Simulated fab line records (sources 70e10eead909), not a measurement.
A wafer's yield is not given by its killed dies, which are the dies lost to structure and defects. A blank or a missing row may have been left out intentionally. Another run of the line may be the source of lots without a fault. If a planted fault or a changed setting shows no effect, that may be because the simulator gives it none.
fab line records + flow nandHarc
record
- lots=11
- wafers=33
- lastDay=34
route steps=1302 shown P_M1@307 P_M2@326
lots with no fault: from the same line, run without faults
startH: hours from the record's first day to the start of the lot's first wafer shown + waitH: hours since the lot's step before + " repeats the value in the row above + L1.1+2: one row covering several wafers at once + - no value present, or no start provided + * or withheld: withheld + < > ~ a bound
route shown NAME@n: names a module that has steps shown in the file, with the first one's number in the route + usual: the fault-free wafers' mean and standard deviation + same: alike in all rows + chamber/n: place in a boat + sites: each site's reading + _std_site: their standard deviation + _edge_site: outer sites' mean less inner sites' + radiusMm: for every site, how far away it sits from the centre of the wafer + mask NAME#n: copy n + behind: tool/chamber where the wafer was last shaped + hold: what put the lot on hold/how long, in hours/how the hold closed + device: names the non-switching transistor (n, p or np) + end of line: the same wafers' tests at the end of the route + a step given without rows: its recipe and nothing more + killed: at the first sort, the dies lost to defects and structure; wafer yield is something else + map: a wafer's dies, x killed, . not, _ none there
set.NAME: the setting as run; set.NAME@STEP: as run at that earlier step + model.NAME: the simulator's own value behind a step, which no gauge read
steps of the route over a sample of lots; a table a step, a row a wafer
services: the hour from which a tool's chamber was out of use, counted from the record's first day as startH (under 0 if before that day), plus the number of hours and why
## steps
# step NHARC_P_M1_PVD_20
# recipe
- targetThkA=50
- biasV=168.6
- powerW=15000
- chamberPressurePa=0.12
- timeS=8.06
- substrateTempC=50
- material=TaN
# usual
- biasV=168.6/1.7
- substrateTempC=50.00/0.12
- throttleValvePct=30.3/0.75
| lot.wafer | tool          | chamber | startH | waitH | biasV | substrateTempC | throttleValvePct |
|-----------|---------------|---------|--------|-------|-------|----------------|------------------|
| L197.2    | pvdSputter-02 | -       | -      | -     | 170.0 | 50.05          | 31.4             |
| L197.6    | "             | -       | "      | "     | 166.8 | 49.98          | 31.0             |
| L197.5    | "             | -       | "      | "     | 169.7 | 50.19          | 31.6             |
| L198.3    | pvdSputter-03 | -       | -      | -     | 164.7 | 49.92          | 29.1             |
| L198.4    | "             | -       | "      | "     | 168.0 | 50.15          | 30.3             |
| L198.6    | "             | -       | "      | "     | 165.6 | 49.94          | 28.8             |
| L201.1    | pvdSputter-01 | -       | -      | -     | 171.0 | 49.92          | 29.1             |
| L201.4    | "             | -       | "      | "     | 169.1 | 49.92          | 28.7             |
| L201.5    | "             | -       | "      | "     | 169.6 | 50.02          | 29.2             |
| L202.2    | pvdSputter-03 | -       | -      | -     | 167.7 | 49.98          | 30.9             |
| L202.5    | "             | -       | "      | "     | 168.4 | 50.14          | 30.9             |
| L202.6    | "             | -       | "      | "     | 166.3 | 49.95          | 30.5             |
| L204.2    | pvdSputter-02 | -       | -      | -     | 168.3 | 49.96          | 29.7             |
| L204.3    | "             | -       | "      | "     | 169.3 | 50.10          | 31.2             |
| L204.5    | "             | -       | "      | "     | 168.0 | 50.08          | 31.4             |
| L205.4    | pvdSputter-02 | -       | -      | -     | 172.3 | 50.00          | 29.7             |
| L205.1    | "             | -       | "      | "     | 170.1 | 49.98          | 31.0             |
| L205.6    | "             | -       | "      | "     | 166.4 | 50.09          | 30.6             |
| L206.1    | pvdSputter-02 | -       | -      | -     | 165.7 | 49.87          | 31.3             |
| L206.5    | "             | -       | "      | "     | 168.7 | 49.95          | 30.7             |
| L206.6    | "             | -       | "      | "     | 165.2 | 49.91          | 29.6             |
| L207.1    | pvdSputter-01 | -       | -      | -     | 170.3 | 49.99          | 28.8             |
| L207.3    | "             | -       | "      | "     | 168.0 | 50.14          | 29.2             |
| L207.5    | "             | -       | "      | "     | 169.5 | 50.22          | 29.0             |
| L216.2    | pvdSputter-03 | -       | -      | -     | 169.1 | 49.91          | 31.0             |
| L216.3    | "             | -       | "      | "     | 166.3 | 50.30          | 29.8             |
| L216.6    | "             | -       | "      | "     | 170.5 | 49.74          | 31.1             |
| L217.4    | pvdSputter-02 | -       | -      | -     | 169.4 | 50.10          | 31.2             |
| L217.5    | "             | -       | "      | "     | 166.5 | 50.01          | 28.6             |
| L217.6    | "             | -       | "      | "     | 169.7 | 50.02          | 30.4             |
| L219.4    | pvdSputter-02 | -       | -      | -     | 167.2 | 50.04          | 31.2             |
| L219.3    | "             | -       | "      | "     | 165.8 | 50.05          | 31.1             |
| L219.5    | "             | -       | "      | "     | 165.8 | 50.30          | 31.5             |
# step NHARC_P_M2_PEB_07
# recipe
- pebTempC=100
- pebTimeS=65
# usual
- heaterPowerTotalW=156.6/0.41
| lot.wafer | tool          | chamber | startH | waitH | heaterPowerTotalW |
|-----------|---------------|---------|--------|-------|-------------------|
| L197.2    | lithoTrack-01 | 0       | 137.44 | 0.1   | 156.9             |
| L197.5    | "             | 0       | "      | "     | 156.9             |
| L197.6    | "             | 0       | "      | "     | 156.5             |
| L198.3    | lithoTrack-04 | 0       | 137.71 | 0.0   | 156.3             |
| L198.4    | "             | 0       | "      | "     | 156.5             |
| L198.6    | "             | 0       | "      | "     | 156.5             |
| L201.1    | lithoTrack-04 | 0       | 166.49 | 0.1   | 157.1             |
| L201.4    | "             | 0       | "      | "     | 156.7             |
| L201.5    | "             | 0       | "      | "     | 156.9             |
| L202.2    | lithoTrack-04 | 0       | 185.34 | 0.1   | 157.1             |
| L202.5    | "             | 0       | "      | "     | 156.2             |
| L202.6    | "             | 0       | "      | "     | 157.1             |
| L204.2    | lithoTrack-01 | 0       | 198.47 | 0.1   | 156.7             |
| L204.3    | "             | 0       | "      | "     | 156.9             |
| L204.5    | "             | 0       | "      | "     | 156.3             |
| L205.1    | lithoTrack-01 | 0       | 209.14 | 0.1   | 156.0             |
| L205.4    | "             | 0       | "      | "     | 156.5             |
| L205.6    | "             | 0       | "      | "     | 156.8             |
| L206.1    | lithoTrack-04 | 0       | 219.69 | 0.1   | 156.0             |
| L206.5    | "             | 0       | "      | "     | 156.8             |
| L206.6    | "             | 0       | "      | "     | 156.0             |
| L207.1    | lithoTrack-06 | 0       | 228.34 | 0.1   | 157.1             |
| L207.3    | "             | 0       | "      | "     | 156.8             |
| L207.5    | "             | 0       | "      | "     | 157.1             |
| L216.2    | lithoTrack-06 | 0       | 317.15 | 0.1   | 160.7             |
| L216.3    | "             | 0       | "      | "     | 156.7             |
| L216.6    | "             | 0       | "      | "     | 157.1             |
| L217.4    | lithoTrack-06 | 0       | 337.42 | 0.0   | 156.1             |
| L217.5    | "             | 0       | "      | "     | 161.8             |
| L217.6    | "             | 0       | "      | "     | 156.8             |
| L219.3    | lithoTrack-01 | 0       | 352.42 | 0.0   | 156.0             |
| L219.4    | "             | 0       | "      | "     | 156.0             |
| L219.5    | "             | 0       | "      | "     | 156.1             |
# step NHARC_P_M2_ETCH_15
# recipe
- targetDepthA=1825
- timeS=91.2
- c4f8FlowSccm=withheld
- arFlowSccm=400
- rfW=600
- biasW=300
- chemistry=C4F8/Ar
# usual
- chamberPressureMTorr=25.000/0.022
- oesProductAu=0.945/0.021
- rfVppV=441.3/2.3
| lot.wafer | tool       | chamber | startH | waitH | chamberPressureMTorr | oesProductAu | rfHoursCounterH | rfVppV |
|-----------|------------|---------|--------|-------|----------------------|--------------|-----------------|--------|
| L197.2    | rieDiel-08 | 1       | -      | -     | 24.986               | 0.958        | 6.1             | 439.2  |
| L197.5    | "          | 3       | "      | "     | 24.995               | 0.992        | -               | 441.1  |
| L197.6    | "          | 0       | "      | "     | 24.991               | 0.954        | -               | 439.7  |
| L198.4    | rieDiel-05 | 0       | -      | -     | 25.006               | 0.932        | 4.3             | 443.9  |
| L198.3    | "          | 1       | "      | "     | 25.004               | 0.921        | 4.1             | 436.3  |
| L198.6    | "          | 0       | "      | "     | 25.002               | 0.921        | -               | 442.9  |
| L201.1    | rieDiel-08 | 3       | -      | -     | 25.046               | 0.924        | 7.0             | 440.9  |
| L201.4    | "          | 2       | "      | "     | 24.990               | 0.924        | 7.2             | 443.6  |
| L201.5    | "          | 0       | "      | "     | 25.023               | 0.923        | -               | 438.7  |
| L202.2    | rieDiel-08 | 3       | -      | -     | 24.989               | 0.986        | 7.7             | 442.5  |
| L202.5    | "          | 1       | "      | "     | 24.996               | 0.961        | -               | 440.1  |
| L202.6    | "          | 2       | "      | "     | 24.995               | 0.959        | -               | 442.9  |
| L204.3    | rieDiel-01 | 1       | -      | -     | 24.995               | 0.937        | 10.2            | 442.1  |
| L204.2    | "          | 2       | "      | "     | 24.975               | 0.926        | 6.6             | 436.4  |
| L204.5    | "          | 0       | "      | "     | 24.998               | 0.943        | -               | 443.4  |
| L205.4    | rieDiel-05 | 2       | -      | -     | 24.996               | 0.938        | 7.3             | 446.0  |
| L205.1    | "          | 1       | "      | "     | 25.009               | 0.922        | 9.6             | 438.9  |
| L205.6    | "          | 2       | "      | "     | 24.978               | 0.931        | -               | 445.5  |
| L206.1    | rieDiel-08 | 2       | -      | -     | 25.014               | 0.980        | 1.2             | 445.2  |
| L206.5    | "          | 1       | "      | "     | 25.003               | 0.945        | -               | 440.8  |
| L206.6    | "          | 2       | "      | "     | 24.998               | 0.988        | -               | 444.0  |
| L207.1    | rieDiel-08 | 3       | -      | -     | 24.999               | 0.936        | 1.5             | 444.0  |
| L207.3    | "          | 1       | "      | "     | 24.987               | 0.945        | 1.6             | 440.1  |
| L207.5    | "          | 3       | "      | "     | 24.951               | 0.942        | -               | 442.4  |
| L216.3    | rieDiel-08 | 2       | -      | -     | 25.000               | 0.967        | 5.6             | 442.7  |
| L216.2    | "          | 3       | "      | "     | 25.021               | 0.958        | 4.8             | 440.6  |
| L216.6    | "          | 1       | "      | "     | 24.935               | 0.955        | -               | 439.3  |
| L217.4    | rieDiel-01 | 0       | -      | -     | 25.027               | 0.919        | 9.9             | 442.3  |
| L217.6    | "          | 3       | "      | "     | 24.957               | 0.918        | -               | 443.9  |
| L217.5    | "          | 0       | "      | "     | 25.019               | 0.919        | -               | 444.0  |
| L219.4    | rieDiel-08 | 1       | -      | -     | 24.963               | 0.962        | 7.8             | 440.1  |
| L219.3    | "          | 2       | "      | "     | 25.038               | 0.970        | 7.2             | 443.4  |
| L219.5    | "          | 0       | "      | "     | 24.966               | 0.970        | -               | 439.4  |
# step NHARC_P_M2_STRIP_18
# recipe
- powerW=1000
- n2FlowSccm=150
- h2FlowSccm=150
- arFlowSccm=0
- biasW=0
- chemistry=N2/H2
# usual
- chamberPressureMTorr=29.998/0.028
- drypumpMotorCurrentA=5.7/0.49
- oesProductAu=1.000/0.011
- rfVppV=90.7/0.95
- showerheadPlenumPTorr=2.06/0.09
- throttleValvePct=14.171/0.0088
| lot.wafer | tool       | chamber | startH | waitH | chamberPressureMTorr | drypumpMotorCurrentA | oesProductAu | rfHoursCounterH | rfVppV | showerheadPlenumPTorr | throttleValvePct |
|-----------|------------|---------|--------|-------|----------------------|----------------------|--------------|-----------------|--------|-----------------------|------------------|
| L197.2    | rieDiel-01 | 0       | 138.10 | 0.1   | 29.979               | 6.3                  | 0.992        | 6.5             | 90.7   | 2.13                  | 14.168           |
| L197.5    | "          | 3       | "      | "     | 29.981               | 6.1                  | 0.993        | -               | 91.7   | 2.18                  | 14.170           |
| L197.6    | "          | 0       | "      | "     | 29.972               | 6.3                  | 0.997        | -               | 90.4   | 2.13                  | 14.175           |
| L198.3    | rieDiel-08 | 2       | 138.40 | 0.1   | 30.010               | 6.3                  | 0.992        | 5.8             | 90.1   | 2.15                  | 14.165           |
| L198.4    | "          | 3       | "      | "     | 30.038               | 5.0                  | 1.002        | 5.3             | 90.5   | 2.08                  | 14.174           |
| L198.6    | "          | 0       | "      | "     | 30.047               | 5.1                  | 1.006        | -               | 91.0   | 1.98                  | 14.182           |
| L201.1    | rieDiel-05 | 3       | 167.14 | 0.1   | 29.995               | 6.1                  | 1.027        | 6.4             | 90.4   | 2.03                  | 14.178           |
| L201.4    | "          | 0       | "      | "     | 29.963               | 5.1                  | 0.999        | 6.4             | 90.1   | 2.11                  | 14.176           |
| L201.5    | "          | 0       | "      | "     | 30.023               | 5.1                  | 1.000        | -               | 90.0   | 2.11                  | 14.172           |
| L202.2    | rieDiel-01 | 0       | 186.08 | 0.1   | 30.016               | 6.3                  | 1.009        | 8.3             | 91.2   | 2.13                  | 14.172           |
| L202.6    | "          | 1       | "      | "     | 30.012               | 6.0                  | 1.002        | -               | 90.5   | 2.12                  | 14.180           |
| L202.5    | "          | 2       | "      | "     | 29.966               | 5.4                  | 1.009        | -               | 90.6   | 1.92                  | 14.164           |
| L204.2    | rieDiel-01 | 1       | 199.11 | 0.1   | 29.961               | 6.1                  | 1.007        | 10.2            | 92.3   | 2.12                  | 14.161           |
| L204.3    | "          | 0       | "      | "     | 29.987               | 6.3                  | 1.013        | 10.3            | 92.0   | 2.13                  | 14.182           |
| L204.5    | "          | 1       | "      | "     | 29.991               | 6.1                  | 1.013        | -               | 91.0   | 2.12                  | 14.155           |
| L205.1    | rieDiel-08 | 1       | 209.79 | 0.1   | 30.033               | 5.9                  | 0.996        | 0.8             | 90.2   | 2.01                  | 14.173           |
| L205.4    | "          | 2       | "      | "     | 30.037               | 6.4                  | 1.009        | 0.6             | 92.9   | 2.15                  | 14.166           |
| L205.6    | "          | 2       | "      | "     | 30.002               | 6.4                  | 1.000        | -               | 90.4   | 2.15                  | 14.170           |
| L206.1    | rieDiel-08 | 0       | 220.39 | 0.1   | 30.002               | 5.1                  | 1.001        | 1.6             | 90.3   | 1.98                  | 14.178           |
| L206.5    | "          | 2       | "      | "     | 29.991               | 6.4                  | 1.011        | -               | 91.5   | 2.15                  | 14.164           |
| L206.6    | "          | 3       | "      | "     | 29.935               | 5.0                  | 0.999        | -               | 91.0   | 2.07                  | 14.163           |
| L207.1    | rieDiel-01 | 3       | 229.01 | 0.1   | 30.001               | 6.1                  | 0.986        | 2.0             | 90.1   | 2.18                  | 14.174           |
| L207.3    | "          | 0       | "      | "     | 30.026               | 6.2                  | 0.988        | 2.0             | 90.4   | 2.13                  | 14.163           |
| L207.5    | "          | 3       | "      | "     | 30.002               | 6.1                  | 0.995        | -               | 90.7   | 2.18                  | 14.161           |
| L216.3    | rieDiel-05 | 3       | 317.80 | 0.1   | 29.966               | 6.0                  | 1.022        | 4.6             | 91.0   | 2.03                  | 14.189           |
| L216.2    | "          | 1       | "      | "     | 30.008               | 5.8                  | 1.008        | 4.7             | 90.9   | 1.93                  | 14.170           |
| L216.6    | "          | 2       | "      | "     | 29.992               | 5.0                  | 0.999        | -               | 91.8   | 2.17                  | 14.160           |
| L217.4    | rieDiel-05 | 2       | 338.14 | 0.1   | 29.970               | 5.0                  | 0.980        | 5.6             | 90.7   | 2.17                  | 14.172           |
| L217.5    | "          | 3       | "      | "     | 30.049               | 6.0                  | 1.018        | -               | 90.5   | 2.03                  | 14.176           |
| L217.6    | "          | 0       | "      | "     | 30.010               | 5.1                  | 0.985        | -               | 91.9   | 2.10                  | 14.186           |
| L219.3    | rieDiel-01 | 3       | 353.08 | 0.1   | 29.988               | 6.1                  | 0.999        | 11.4            | 92.7   | 2.17                  | 14.157           |
| L219.4    | "          | 1       | "      | "     | 29.964               | 6.1                  | 1.008        | 7.9             | 89.5   | 2.12                  | 14.173           |
| L219.5    | "          | 3       | "      | "     | 30.018               | 6.1                  | 0.991        | -               | 91.5   | 2.17                  | 14.179           |
## services
| tool          | chamber | startH | hours | kind   |
|---------------|---------|--------|-------|--------|
| rieDiel-08    | -       | 120.47 | 0.1   | repair |
| pvdSputter-02 | -       | 120.80 | 4.3   | repair |
| rieDiel-05    | 1       | 127.70 | 9.0   | repair |
| rieDiel-05    | 2       | 150.77 | 6.3   | repair |
| lithoTrack-01 | -       | 155.00 | 7.0   | pm     |
| pvdSputter-03 | -       | 170.00 | 10.0  | pm     |
| rieDiel-05    | 2       | 175.66 | 4.2   | repair |
| pvdSputter-02 | -       | 176.00 | 2.1   | repair |
| lithoTrack-06 | -       | 179.00 | 7.0   | pm     |
| rieDiel-08    | -       | 190.80 | 9.0   | pm     |
| lithoTrack-04 | -       | 203.00 | 7.0   | pm     |
| rieDiel-01    | -       | 203.88 | 9.0   | pm     |
| rieDiel-05    | -       | 217.84 | 0.8   | repair |
| rieDiel-05    | -       | 229.60 | 9.0   | pm     |
| rieDiel-08    | 2       | 233.70 | 1.9   | repair |
| rieDiel-08    | 0       | 251.07 | 27.3  | repair |
| rieDiel-01    | 3       | 269.51 | 12.3  | repair |
| rieDiel-01    | 2       | 275.44 | 16.7  | repair |
| pvdSputter-02 | -       | 282.01 | 10.0  | pm     |
| rieDiel-08    | 3       | 304.86 | 9.4   | repair |
| rieDiel-05    | 0       | 316.02 | 13.5  | repair |
| lithoTrack-01 | -       | 330.00 | 7.0   | pm     |
| rieDiel-08    | -       | 331.24 | 0.8   | repair |
| pvdSputter-03 | -       | 348.00 | 10.0  | pm     |
## key
firstSign
- step=NHARC_P_M2_PEB_07
- reading=heaterPowerTotalW
- direction=up
- sigmas=11
- usual=*
- struck=*
effect none on later readings
metAt NHARC_P_M2_PEB_07
struckLots L216,L217
struckWafers L216.2,L217.5
notActingAt NHARC_P_M1_PVD_20,NHARC_P_M2_ETCH_15,NHARC_P_M2_STRIP_18
onsetBetween 228.34 317.15
fault
- kind=processParameterDrift
- tool=lithoTrack-06
- chamber=-
- onsetH=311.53
- steps=NHARC_P_M2_PEB_07
- channel=pebTimeS
- offset=*
- shape=step
- endH=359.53
- scope=struckWafersOnly
- actsIn=*
- stated=*
